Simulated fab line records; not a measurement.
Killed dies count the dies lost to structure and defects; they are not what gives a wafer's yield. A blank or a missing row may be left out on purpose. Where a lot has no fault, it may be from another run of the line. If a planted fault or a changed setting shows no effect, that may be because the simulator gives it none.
fab line records    flow n5-finfet
record lots=7  wafers=39
route steps=1938 shown FIN_SAQP@130 BEOL_M0_SAQP@636 BEOL_M1@753 BEOL_M3@969 BEOL_M9@1446 BEOL_M11@1590
start-h: start of the lot's first displayed wafer, in hours after the record's first day    wait-h: hours since the lot's step before    " unchanged from the row above    L1.1+2: several wafers, shown together as one row    - no value, or no start given    * or withheld: withheld    < > ~ a bound
route shown NAME@n: a module of which the file shows steps, and the number in the route of the first    usual: mean/standard deviation of fault-free wafers    same: alike in all rows    chamber/n: place in a boat    sites: each site's reading    _std_site: the values' standard deviation    _edge_site: outer sites' mean less inner sites'    radius-mm: for every site, how far away it sits from the centre of the wafer    mask NAME#n: copy n    behind: the tool/chamber that last shaped the wafer    hold: why the lot went on hold/how many hours it stayed there/how the hold came to an end    device: whichever transistor did not switch (one of n, p or np)    end of line: the route-end tests of the same wafers    where a step has no rows: the recipe by itself    killed: at the first sort, the dies lost to defects and structure; wafer yield is something else    map: a wafer's dies, marking killed ones x, the rest . and places with no die _
set.NAME: the setting the step ran with; set.NAME@STEP: the setting that earlier step ran with    model.NAME: the simulator's own value behind a step, which no gauge read
lots run with intentionally changed settings; tables by step, rows by wafer
## steps
# step N5_FIN_SAQP_ETCH_65
# recipe chemistry=CF4  target=SiO2  target-depth-a=40  ion-energy-ev=350  time-s=4.4  pressure-mtorr=10  icp-w=800  bias-w=400  cf4-flow-sccm=80
lot.wafer  tool       chamber  start-h  wait-h  set.time-s  model.etch.depth-nm
L075.1     rie-si-06  2        30.97    0.1     1.924       1.756
L075.2     "          1        "        "       4.4         3.997
L075.3     "          0        "        "       4.4         3.945
L075.4     "          3        "        "       1.924       1.709
L075.5     "          2        "        "       4.4         4.03
L075.6     "          3        "        "       1.924       1.721
L078.1     rie-si-05  0        50.33    0.1     4.4         3.943
L078.2     "          2        "        "       1.968       1.825
L078.3     "          1        "        "       4.4         4.084
L078.4     "          3        "        "       1.968       1.824
L078.5     "          0        "        "       1.968       1.774
L078.6     "          3        "        "       4.4         4.019
L082.1     rie-si-06  3        73.50    0.1     4.4         3.886
L082.2     "          0        "        "       4.4         3.935
L082.3     "          2        "        "       4.4         4.015
L082.4     "          1        "        "       4.4         3.999
L082.5     "          1        "        "       4.4         4.004
L082.6     "          0        "        "       4.4         3.965
L086.1     rie-si-01  2        99.27    0.1     4.4         3.977
L086.2     "          1        "        "       6.494       6.001
L086.3     "          0        "        "       6.494       6.031
L086.4     "          3        "        "       6.494       5.834
L086.5     "          0        "        "       4.4         4.094
L086.6     "          1        "        "       4.4         4.084
L087.2     rie-si-05  1        102.56   0.1     4.4         4.056
L087.3     "          3        "        "       4.4         4.013
L087.4     "          0        "        "       4.4         3.962
L090.1     rie-si-06  1        120.20   0.1     4.4         3.993
L090.2     "          0        "        "       4.4         3.909
L090.3     "          2        "        "       5.454       4.975
L090.4     "          3        "        "       5.454       4.878
L090.5     "          2        "        "       5.454       5.013
L090.6     "          1        "        "       4.4         3.99
L096.1     rie-si-05  2        158.21   0.1     4.4         4.096
L096.2     "          1        "        "       4.4         4.087
L096.3     "          0        "        "       4.4         3.968
L096.4     "          3        "        "       4.4         4.075
L096.5     "          1        "        "       4.4         4.121
L096.6     "          2        "        "       4.4         4.095
# step N5_BEOL_M0_SAQP_PECVD_96
# recipe material=a-Si  target-thk-a=450  temp-c=350  precursor=SiH4/He  pressure-torr=3  rf-w=100  time-s=45.2
lot.wafer  tool      chamber  start-h  wait-h  set.time-s  model.a-Si_of_BEOL_M0_SAQP_PECVD_96.thk-nm
L075.1+3   pecvd-01  0,1      109.17   0.0     55.83       54.6
L075.2     "         2        "        "       45.2        44.2
L075.4     "         2        "        "       45.2        44.6
L075.5     "         1        "        "       45.2        44.4
L075.6     "         0        "        "       55.83       55.8
L078.1     pecvd-03  0        135.33   0.0     45.2        44.6
L078.2     "         1        "        "       21.24       20.8
L078.3     "         2        "        "       21.24       21
L078.4     "         1        "        "       45.2        45.4
L078.5     "         2        "        "       21.24       20.4
L078.6     "         0        "        "       45.2        45
L082.1+2   pecvd-02  0,2      157.24   0.0     45.2        44.8
L082.3     "         1        "        "       45.2        44.6
L082.4     "         2        "        "       45.2        45.6
L082.5     "         1        "        "       45.2        45
L082.6     "         0        "        "       45.2        45.8
L086.1     pecvd-01  0        183.32   0.0     45.2        44.2
L086.2+4   "         2,1      "        "       22.98       22.6
L086.3+5   "         1,0      "        "       45.2        44.8
L086.6     "         2        "        "       22.98       23.4
L087.2+4   pecvd-01  2,1      187.82   0.0     45.2        44.4
L087.3     "         1        "        "       45.2        44.2
L090.1+3   pecvd-03  1,2      204.07   0.0     59.54       59
L090.2     "         0        "        "       59.54       58.8
L090.4     "         0        "        "       45.2        45.6
L090.5     "         1        "        "       45.2        45.4
L090.6     "         2        "        "       45.2        45
L096.1+3   pecvd-03  2,1      246.44   0.0     45.2        44.8
L096.2     "         0        "        "       45.2        44.6
L096.4     "         0        "        "       45.2        45.4
L096.5     "         1        "        "       45.2        45.8
L096.6     "         2        "        "       45.2        45.2
# step N5_BEOL_M0_SAQP_PECVD_97
# recipe material=SiNx  target-thk-a=230  temp-c=350  precursor=SiH4/NH3/N2  pressure-torr=1.5  rf-w=300  time-s=19.9
# step N5_BEOL_M0_SAQP_PECVD_04
# recipe material=a-Si  target-thk-a=600  temp-c=350  precursor=SiH4/He  pressure-torr=3  rf-w=100  time-s=60.2
# step N5_BEOL_M0_SAQP_ETCH_101
# recipe chemistry=CH3F/O2  target=SiNx  mask-material=SiO2  target-depth-a=299  time-s=42.7  pressure-mtorr=30  source-w=395  bias-w=73  Ar_flow_sccm=150  CH3F_flow_sccm=30  O2_flow_sccm=20  ion-energy-ev=120
# step N5_BEOL_M0_SAQP_ETCH_102
# recipe chemistry=CF4  target=SiO2  target-depth-a=40  ion-energy-ev=350  time-s=4.4  pressure-mtorr=10  icp-w=800  bias-w=400  cf4-flow-sccm=80
# step N5_BEOL_M0_SAQP_MANDREL_ETCH_103
# recipe chemistry=HBr/Cl2  target=a-Si  target-depth-a=450  bt-time-s=10  stop-on=SiCN  mask-material=SiO2  over-etch-frac=0.8  time-s=27  pressure-mtorr=10  icp-w=800  bias-w=75  HBr_flow_sccm=150  Cl2_flow_sccm=80  ends=end-point
# usual oes-product-au=0.678/0.011
lot.wafer  tool       chamber  start-h  wait-h  set.time-s@BEOL_M0_SAQP_PECVD_96  oes-product-au  model.etch.depth-nm
L075.1     rie-si-03  2        112.32   0.0     55.83                             0.779           54.66
L075.2     "          0        "        "       45.2                              0.667           44.23
L075.3     "          1        "        "       55.83                             0.752           54.55
L075.4     "          3        "        "       45.2                              0.670           44.5
L075.5     "          1        "        "       45.2                              0.674           44.38
L075.6     "          2        "        "       55.83                             0.786           55.88
L078.1     rie-si-03  1        138.05   0.0     45.2                              0.658           44.51
L078.2     "          3        "        "       21.24                             0.465           20.74
L078.3     "          2        "        "       21.24                             0.484           21.03
L078.4     "          0        "        "       45.2                              0.676           45.32
L078.5     "          1        "        "       21.24                             0.456           20.45
L078.6     "          2        "        "       45.2                              0.693           44.9
L082.1     rie-si-04  3        161.68   0.0     45.2                              0.681           44.7
L082.2     "          2        "        "       45.2                              0.671           44.84
L082.3     "          1        "        "       45.2                              0.691           44.63
L082.4     "          1        "        "       45.2                              0.711           45.62
L082.5     "          3        "        "       45.2                              0.680           44.94
L082.6     "          2        "        "       45.2                              0.677           45.7
L086.1     rie-si-04  1        185.81   0.0     45.2                              0.689           44.13
L086.2     "          0        "        "       22.98                             0.487           22.59
L086.3     "          3        "        "       45.2                              0.687           44.8
L086.4     "          2        "        "       22.98                             0.486           22.54
L086.5     "          0        "        "       45.2                              0.675           44.88
L086.6     "          1        "        "       22.98                             0.500           23.35
L087.2     rie-si-04  2        191.24   0.0     45.2                              0.670           44.41
L087.3     "          0        "        "       45.2                              0.669           44.28
L087.4     "          1        "        "       45.2                              0.694           44.46
L090.1     rie-si-03  2        206.66   0.0     59.54                             0.820           59.02
L090.2     "          0        "        "       59.54                             0.802           58.87
L090.3     "          1        "        "       59.54                             0.775           58.94
L090.4     "          3        "        "       45.2                              0.677           45.61
L090.5     "          0        "        "       45.2                              0.687           45.44
L090.6     "          3        "        "       45.2                              0.678           45.02
L096.1     rie-si-03  3        248.86   0.0     45.2                              0.677           44.87
L096.2     "          1        "        "       45.2                              0.655           44.51
L096.3     "          0        "        "       45.2                              0.682           44.71
L096.4     "          2        "        "       45.2                              0.697           45.36
L096.5     "          1        "        "       45.2                              0.674           45.88
L096.6     "          2        "        "       45.2                              0.696           45.19
# step N5_BEOL_M1_PECVD_72
# recipe material=SiO2  target-thk-a=160  temp-c=400  precursor=TEOS/O2  pressure-torr=5.5  rf-w=450  teos-flow-sccm=53.8  gas=O2  flow-sccm=3000  time-s=18
lot.wafer   tool      chamber  start-h  wait-h  set.time-s  model.SiO2_of_BEOL_M1_PECVD_72.thk-nm
L075.1+2+4  pecvd-03  1,0,0    126.08   0.0     18          16
L075.3+5    "         2        "        "       18          16.2
L075.6      "         1        "        "       18          16.4
L078.1+5    pecvd-04  0,2      149.76   0.0     18          16.2
L078.2+3+4  "         2,1,0    "        "       13.91       12.6
L078.6      "         1        "        "       18          16.6
L082.1      pecvd-01  0        174.95   0.0     18          16
L082.2      "         2        "        "       22.17       19.2
L082.3+5    "         1        "        "       22.17       19.6
L082.4      "         2        "        "       18          16.4
L082.6      "         0        "        "       18          16.2
L086.1+4    pecvd-03  0,2      200.13   0.0     15.23       13.6
L086.2+6    "         1,0      "        "       18          16
L086.3      "         2        "        "       15.23       13.2
L086.5      "         1        "        "       18          16.2
L087.2+3    pecvd-01  0,2      201.55   0.0     18          16
L087.4      "         2        "        "       18          16.2
L090.1      pecvd-04  0        219.85   0.0     24.46       21.6
L090.2      "         1        "        "       18          15.8
L090.3+5    "         0        "        "       18          16.2
L090.4+6    "         1        "        "       24.46       21.8
L096.1+2+3  pecvd-01  2,0,1    260.64   0.0     18          15.8
L096.4+6    "         1,2      "        "       18          16
L096.5      "         0        "        "       18          16.2
# step N5_BEOL_M3_DESCUM_33
# recipe chemistry=O2  time-s=7  source-power-w=50  bias-power-w=20  pressure-mtorr=20  rf-frequency-hz=2.712e+07  temp-c=40  resist=CAR-EUV  o2-flow-sccm=225
lot.wafer         tool         chamber      start-h  wait-h  set.time-s  model.CAR-EUV_of_BEOL_M3_COAT_22.thk-nm
L075.1+2+4        rie-diel-03  1,2,3        149.60   0.0     8.604       25.2
L075.3+6          "            0,3          "        "       7           26
L075.5            "            0            "        "       7           26.2
L078.1+4          rie-diel-04  2,1          173.67   0.1     3.507       27.8
L078.2+6          "            3,1          "        "       7           26.2
L078.3            "            0            "        "       3.507       28
L078.5            "            2            "        "       7           26
L082.1+2+3+5      rie-diel-04  0,1,3,1      198.67   0.0     7           26.2
L082.4+6          "            0,3          "        "       7           26
L086.1+6          rie-diel-04  3            222.11   0.3     7           26.2
L086.2+3+4+5      "            1,0,2,2      "        "       7           26
L087.2+3+4        rie-diel-04  1,3,0        222.52   0.0     7           26
L090.1+2+3+4+5+6  rie-diel-02  0,1,2,3,2,3  241.10   0.0     7           26.2
L096.1+5          rie-diel-04  3            283.43   0.9     7           26.2
L096.2            "            0            "        "       7           26
L096.3+4+6        "            2,1,0        "        "       2.967       28
# step N5_BEOL_M9_TRENCH_ETCH_37
# recipe chemistry=C4F6/O2  target-depth-a=1514.3  target=SiCOH_lowk  time-s=49  ion-energy-ev=250  pressure-mtorr=30  source-w=345  bias-w=185  Ar_flow_sccm=300  C4F6_flow_sccm=10  O2_flow_sccm=10
lot.wafer  tool         chamber  start-h  wait-h  set.time-s  model.etch.depth-nm  model.BEOL_M9.feature-depth-nm  model.TiN_of_BEOL_M9_HM_DEP_02.thk-nm
L075.1     rie-diel-02  2        -        -       49          155.7                155.6                           16
L075.2     "            1        "        "       49          152.4                152.4                           15.8
L075.3     "            0        "        "       73.36       222.7                222.6                           14
L075.4     "            3        "        "       73.36       230.2                230.2                           13.4
L075.5     "            3        "        "       73.36       230.8                230.8                           13.6
L075.6     "            0        "        "       49          148.7                148.6                           16
L078.1     rie-diel-04  0        -        -       49          149.9                150                             16
L078.2     "            3        "        "       49          149.7                149.8                           16.2
L078.3     "            2        "        "       49          152.5                152.6                           16
L078.4     "            1        "        "       49          149.4                149.4                           16
L078.5     "            0        "        "       49          148.2                148.2                           16.2
L078.6     "            1        "        "       49          150.2                150.2                           16
L082.1     rie-diel-02  2        -        -       49          154.3                154.4                           15.8
L082.2     "            3        "        "       62.35       194.5                194.4                           15
L082.3     "            1        "        "       62.35       194.9                194.8                           14.8
L082.4     "            0        "        "       62.35       189.6                189.6                           14.6
L082.5     "            3        "        "       49          153.3                153.4                           15.6
L082.6     "            2        "        "       49          155.1                155                             16
L086.1     rie-diel-04  1        -        -       66.59       204.1                204                             14.4
L086.2     "            2        "        "       66.59       208.7                208.6                           14.4
L086.3     "            0        "        "       49          150.3                150.2                           16
L086.4     "            3        "        "       49          150.6                150.6                           16
L086.5     "            3        "        "       66.59       203.6                203.6                           14.4
L086.6     "            2        "        "       49          152.4                152.4                           16
L087.2     rie-diel-03  3        -        -       49          149.2                149.2                           15.8
L087.3     "            2        "        "       49          150.4                150.4                           15.8
L087.4     "            0        "        "       49          150.6                150.6                           15.8
L090.1     rie-diel-02  0        -        -       40.73       123.6                123.6                           16.8
L090.2     "            1        "        "       40.73       127.5                127.6                           16.4
L090.3     "            3        "        "       49          154.1                154.2                           15.8
L090.4     "            2        "        "       49          156.2                156.2                           15.8
L090.5     "            1        "        "       40.73       127.3                127.2                           16.8
L090.6     "            2        "        "       49          156.7                156.6                           15.8
L096.1     rie-diel-03  2        -        -       27.71       85.41                85.4                            17.4
L096.2     "            0        "        "       27.71       84.7                 84.8                            17.8
L096.3     "            1        "        "       49          156.3                156.2                           15.6
L096.4     "            3        "        "       27.71       84.87                84.8                            17.8
L096.5     "            2        "        "       49          149.7                149.8                           15.8
L096.6     "            3        "        "       49          150.2                150.2                           15.8
# step N5_BEOL_M9_ETCH_41
# recipe chemistry=CH3F/O2  target=SiCN  target-depth-a=366  taper-deg=2  time-s=70.1  ion-energy-ev=120  mask-material=TiN  pressure-mtorr=30  source-w=395  bias-w=75  Ar_flow_sccm=150  CH3F_flow_sccm=30  O2_flow_sccm=20
# step N5_BEOL_M9_STRIP_80
# recipe chemistry=N2/H2  time-s=10  power-w=450  temp-c=40  pressure-mtorr=20  rf-frequency-hz=6e+07  bias-power-w=7  n2-flow-sccm=200  h2-flow-sccm=200
# step N5_BEOL_M9_OCD_MEAS_38
# usual trench-depth-nm=151.1/2.4
lot.wafer  tool    chamber  start-h  wait-h  set.time-s@BEOL_M9_TRENCH_ETCH_37  trench-depth-nm
L075.1     ocd-02  -        219.06   -       49                                 156.0
L075.2     "       -        "        "       49                                 152.7
L075.3     "       -        "        "       73.36                              223.0
L075.4     "       -        "        "       73.36                              230.4
L075.5     "       -        "        "       73.36                              231.1
L075.6     "       -        "        "       49                                 148.5
L078.1     ocd-02  -        239.16   -       49                                 149.8
L078.2     "       -        "        "       49                                 149.3
L078.3     "       -        "        "       49                                 152.7
L078.4     "       -        "        "       49                                 149.9
L078.5     "       -        "        "       49                                 148.1
L078.6     "       -        "        "       49                                 150.0
L082.1     ocd-01  -        256.54   -       49                                 154.3
L082.2     "       -        "        "       62.35                              194.9
L082.3     "       -        "        "       62.35                              194.7
L082.4     "       -        "        "       62.35                              189.5
L082.5     "       -        "        "       49                                 153.2
L082.6     "       -        "        "       49                                 155.3
L086.1     ocd-02  -        283.37   -       66.59                              204.2
L086.2     "       -        "        "       66.59                              208.8
L086.3     "       -        "        "       49                                 149.9
L086.4     "       -        "        "       49                                 149.7
L086.5     "       -        "        "       66.59                              203.7
L086.6     "       -        "        "       49                                 152.6
L087.2     ocd-01  -        290.56   -       49                                 149.0
L087.3     "       -        "        "       49                                 149.9
L087.4     "       -        "        "       49                                 150.6
L090.1     ocd-02  -        305.56   -       40.73                              123.5
L090.2     "       -        "        "       40.73                              127.7
L090.3     "       -        "        "       49                                 153.7
L090.4     "       -        "        "       49                                 155.7
L090.5     "       -        "        "       40.73                              127.8
L090.6     "       -        "        "       49                                 156.9
L096.1     ocd-01  -        351.86   -       27.71                              85.2
L096.2     "       -        "        "       27.71                              85.0
L096.3     "       -        "        "       49                                 156.3
L096.4     "       -        "        "       27.71                              85.3
L096.5     "       -        "        "       49                                 149.7
L096.6     "       -        "        "       49                                 149.7
# step N5_BEOL_M9_HM_STRIP_39
# recipe chemistry=peroxide-tin-strip  material=TiN  target-depth-a=250  temp-c=50  time-s=158
# step N5_BEOL_M9_SRD_40
# recipe time-s=30  temp-c=23  rinse-liquid=diw  dry=ipa-marangoni
# step N5_BEOL_M9_ECD_50
# recipe material=Cu  target-thk-a=3180
# step N5_BEOL_M9_ANNEAL_51
# recipe temp-c=225  time-s=90  ambient=N2
# step N5_BEOL_M9_CMP_52
# recipe stop-on=SiCOH_lowk  t-overpolish-s=7  down-force-psi=1  platen-rpm=50  clearing-platen-down-force-psi=1.5  clearing-platen-rpm=50  post-cmp-clean=cu-alkaline  target-thk-nm=140  clearing-platen-pad-velocity-m-s=0.99484  pad-velocity-m-s=0.99484
lot.wafer  tool    chamber  start-h  wait-h  set.time-s@BEOL_M9_TRENCH_ETCH_37  model.Cu_of_BEOL_M9_ECD_50.thk-nm
L075.4     cmp-02  1        223.75   0.1     73.36                              220.4
L075.1     "       2        "        "       49                                 145.8
L075.2     "       3        "        "       49                                 142.2
L075.3     "       0        "        "       73.36                              212
L075.5     "       1        "        "       73.36                              220.6
L075.6     "       2        "        "       49                                 138.2
L078.1     cmp-01  2        241.44   0.4     49                                 138.8
L078.4     "       3        "        "       49                                 137
L078.3     "       0        "        "       49                                 141.6
L078.2     "       1        "        "       49                                 137.6
L078.5     "       2        "        "       49                                 137.4
L078.6     "       3        "        "       49                                 139.8
L082.4     cmp-04  2        260.94   0.1     62.35                              177.4
L082.3     "       3        "        "       62.35                              183
L082.1     "       0        "        "       49                                 142.2
L082.2     "       1        "        "       62.35                              182.2
L082.6     "       2        "        "       49                                 142.6
L082.5     "       3        "        "       49                                 142
L086.2     cmp-04  0        285.73   0.2     66.59                              198.2
L086.1     "       1        "        "       66.59                              193.2
L086.3     "       2        "        "       49                                 139.4
L086.4     "       3        "        "       49                                 139.8
L086.5     "       0        "        "       66.59                              193.8
L086.6     "       1        "        "       49                                 141.2
L087.4+3   cmp-04  2,0      293.08   0.2     49                                 138.6
L087.2     "       3        "        "       49                                 136.2
L090.4     cmp-02  1        307.81   0.1     49                                 146.6
L090.2     "       2        "        "       40.73                              116.8
L090.3     "       3        "        "       49                                 142.2
L090.1     "       0        "        "       40.73                              112.6
L090.5     "       1        "        "       40.73                              117.6
L090.6     "       2        "        "       49                                 146.4
L096.4     cmp-04  2        353.66   0.1     27.71                              75.6
L096.2     "       3        "        "       27.71                              73.4
L096.3     "       0        "        "       49                                 145.6
L096.1     "       1        "        "       27.71                              73.8
L096.5+6   "       2,3      "        "       49                                 139.8
# step N5_BEOL_M9_THK_MEAS_53
# recipe thk-meas-gauge=xrf  reads=Cu_of_BEOL_M9_ECD_50
# usual M9_THK=138.6/2.6
lot.wafer  tool           chamber  start-h  wait-h  set.time-s@BEOL_M9_TRENCH_ETCH_37  M9_THK[nm]
L075.1     film-metro-01  -        224.05   -       49                                 144.5
L075.2     "              -        "        "       49                                 140.3
L075.3     "              -        "        "       73.36                              210.3
L075.4     "              -        "        "       73.36                              218.6
L075.5     "              -        "        "       73.36                              217.8
L075.6     "              -        "        "       49                                 137.4
L078.1     film-metro-01  -        241.74   -       49                                 136.8
L078.2     "              -        "        "       49                                 136.1
L078.3     "              -        "        "       49                                 139.8
L078.4     "              -        "        "       49                                 135.3
L078.5     "              -        "        "       49                                 135.8
L078.6     "              -        "        "       49                                 138.4
L082.1     film-metro-01  -        261.24   -       49                                 141.0
L082.2     "              -        "        "       62.35                              180.8
L082.3     "              -        "        "       62.35                              181.3
L082.4     "              -        "        "       62.35                              175.6
L082.5     "              -        "        "       49                                 140.3
L082.6     "              -        "        "       49                                 141.7
L086.1     film-metro-02  -        286.03   -       66.59                              190.9
L086.2     "              -        "        "       66.59                              195.9
L086.3     "              -        "        "       49                                 138.5
L086.4     "              -        "        "       49                                 137.8
L086.5     "              -        "        "       66.59                              192.6
L086.6     "              -        "        "       49                                 140.4
L087.2     film-metro-01  -        293.33   -       49                                 134.5
L087.3     "              -        "        "       49                                 137.1
L087.4     "              -        "        "       49                                 136.9
L090.1     film-metro-02  -        308.10   -       40.73                              111.2
L090.2     "              -        "        "       40.73                              114.8
L090.3     "              -        "        "       49                                 140.1
L090.4     "              -        "        "       49                                 144.8
L090.5     "              -        "        "       40.73                              116.0
L090.6     "              -        "        "       49                                 144.6
L096.1     film-metro-02  -        353.95   -       27.71                              72.7
L096.2     "              -        "        "       27.71                              72.5
L096.3     "              -        "        "       49                                 143.9
L096.4     "              -        "        "       27.71                              74.5
L096.5     "              -        "        "       49                                 137.7
L096.6     "              -        "        "       49                                 137.1
# step N5_BEOL_M9_PRE_CLEAN_55
# recipe gas=NH3  time-s=15  temp-c=withheld  rf-power-w=300
# step N5_BEOL_M9_DEP_56
# recipe material=SiCN  target-thk-a=150  temp-c=withheld  precursor=3MS/NH3  pressure-torr=3  rf-w=202  time-s=26.5
# step N5_BEOL_M9_RS_MEAS_57
# recipe thk-meas-gauge=four-point-probe  reads=Cu_of_BEOL_M9_ECD_50+Co_of_BEOL_M9_CVD_78+TaN_of_BEOL_M9_ALD_74
# usual M9_RS=0.151/0.0031
lot.wafer  tool           chamber  start-h  wait-h  set.time-s@BEOL_M9_TRENCH_ETCH_37  M9_RS[ohm/sq]
L075.1     film-metro-02  -        224.18   0.1     49                                 0.144
L075.2     "              -        "        "       49                                 0.148
L075.3     "              -        "        "       73.36                              0.096
L075.4     "              -        "        "       73.36                              0.092
L075.5     "              -        "        "       73.36                              0.092
L075.6     "              -        "        "       49                                 0.153
L078.1     film-metro-01  -        241.87   0.1     49                                 0.152
L078.2     "              -        "        "       49                                 0.154
L078.3     "              -        "        "       49                                 0.149
L078.4     "              -        "        "       49                                 0.155
L078.5     "              -        "        "       49                                 0.154
L078.6     "              -        "        "       49                                 0.151
L082.1     film-metro-02  -        261.40   0.1     49                                 0.148
L082.2     "              -        "        "       62.35                              0.113
L082.3     "              -        "        "       62.35                              0.112
L082.4     "              -        "        "       62.35                              0.116
L082.5     "              -        "        "       49                                 0.148
L082.6     "              -        "        "       49                                 0.148
L086.1     film-metro-02  -        286.16   0.1     66.59                              0.106
L086.2     "              -        "        "       66.59                              0.103
L086.3     "              -        "        "       49                                 0.151
L086.4     "              -        "        "       49                                 0.151
L086.5     "              -        "        "       66.59                              0.106
L086.6     "              -        "        "       49                                 0.149
L087.2     film-metro-01  -        293.47   0.1     49                                 0.156
L087.3     "              -        "        "       49                                 0.153
L087.4     "              -        "        "       49                                 0.153
L090.1     film-metro-02  -        308.24   0.1     40.73                              0.192
L090.2     "              -        "        "       40.73                              0.184
L090.3     "              -        "        "       49                                 0.148
L090.4     "              -        "        "       49                                 0.143
L090.5     "              -        "        "       40.73                              0.183
L090.6     "              -        "        "       49                                 0.144
L096.1     film-metro-02  -        354.09   0.1     27.71                              0.314
L096.2     "              -        "        "       27.71                              0.316
L096.3     "              -        "        "       49                                 0.144
L096.4     "              -        "        "       27.71                              0.305
L096.5     "              -        "        "       49                                 0.151
L096.6     "              -        "        "       49                                 0.151
# step N5_BEOL_M11_ALD_74
# recipe material=TaN  target-thk-a=20  temp-c=275  ald-precursor-family=PDMAT  ald-co-reactant=NH3  pressure-torr=3  carrier-flow-sccm=1500  pulse-time-s=2  purge-time-s=3  co-reactant-purge-time-s=2  co-reactant-pulse-time-s=3  ald-cycles=40  precursor-vessel-temp-c=75  precursor-vessel-pressure-torr=26.25  precursor-vessel-carrier-sccm=1000
lot.wafer   tool          chamber  start-h  wait-h  set.ald-cycles  model.TaN_of_BEOL_M11_ALD_74.thk-nm
L075.1+4+5  ald-metal-03  0,3,0    236.69   0.1     20              1
L075.2+3+6  "             2,1,3    "        "       40              2
L078.1+2+6  ald-metal-01  0,2,1    254.00   0.1     40              2
L078.3+4+5  "             1,3,0    "        "       29              1.4
L082.1+4+5  ald-metal-02  3,1,0    274.69   0.1     40              2
L082.2+3+6  "             0,2,3    "        "       23              1.2
L086.1+5+6  ald-metal-01  0,3,0    302.09   0.1     48              2.4
L086.2+3+4  "             2,3,1    "        "       40              2
L087.2+3+4  ald-metal-02  3,1,0    306.36   0.1     40              2
L090.1+4+5  ald-metal-02  1,0,1    318.23   0.1     40              2
L090.2+3+6  "             2,3,0    "        "       56              2.8
L096.1+3+6  ald-metal-01  3,0,3    366.99   0.1     21              1
L096.2+4+5  "             2,0,2    "        "       40              2
## key
split step=N5_FIN_SAQP_ETCH_65  setting=time-s  stated=4.4  by=wafer
response step=N5_FIN_SAQP_ETCH_65  reading=model.etch.depth-nm  change=+0.0401  per=1%  r=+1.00
split step=N5_BEOL_M0_SAQP_PECVD_96  setting=time-s  stated=45.2  by=wafer
response step=N5_BEOL_M0_SAQP_PECVD_96  reading=model.a-Si_of_BEOL_M0_SAQP_PECVD_96.thk-nm  change=+0.447  per=1%  r=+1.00
response step=N5_BEOL_M0_SAQP_MANDREL_ETCH_103  reading=oes-product-au  change=+0.00392  per=1%  r=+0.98
response step=N5_BEOL_M0_SAQP_MANDREL_ETCH_103  reading=model.etch.depth-nm  change=+0.447  per=1%  r=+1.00
split step=N5_BEOL_M1_PECVD_72  setting=time-s  stated=18  by=wafer
response step=N5_BEOL_M1_PECVD_72  reading=model.SiO2_of_BEOL_M1_PECVD_72.thk-nm  change=+0.157  per=1%  r=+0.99
split step=N5_BEOL_M3_DESCUM_33  setting=time-s  stated=7  by=wafer
response step=N5_BEOL_M3_DESCUM_33  reading=model.CAR-EUV_of_BEOL_M3_COAT_22.thk-nm  change=-0.0338  per=1%  r=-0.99
split step=N5_BEOL_M9_TRENCH_ETCH_37  setting=time-s  stated=49  by=wafer
response step=N5_BEOL_M9_TRENCH_ETCH_37  reading=model.etch.depth-nm  change=+1.52  per=1%  r=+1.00
response step=N5_BEOL_M9_TRENCH_ETCH_37  reading=model.BEOL_M9.feature-depth-nm  change=+1.52  per=1%  r=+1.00
response step=N5_BEOL_M9_TRENCH_ETCH_37  reading=model.TiN_of_BEOL_M9_HM_DEP_02.thk-nm  change=-0.0443  per=1%  r=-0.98
response step=N5_BEOL_M9_OCD_MEAS_38  reading=trench-depth-nm  change=+1.53  per=1%  r=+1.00
response step=N5_BEOL_M9_CMP_52  reading=model.Cu_of_BEOL_M9_ECD_50.thk-nm  change=+1.53  per=1%  r=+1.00
response step=N5_BEOL_M9_THK_MEAS_53  reading=M9_THK  change=+1.51  per=1%  r=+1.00
response step=N5_BEOL_M9_RS_MEAS_57  reading=M9_RS  shape=bent  at-lowest=0.311  at-stated=0.150  at-highest=0.094
split step=N5_BEOL_M11_ALD_74  setting=ald-cycles  stated=40  by=wafer
response step=N5_BEOL_M11_ALD_74  reading=model.TaN_of_BEOL_M11_ALD_74.thk-nm  change=+0.0202  per=1%  r=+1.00
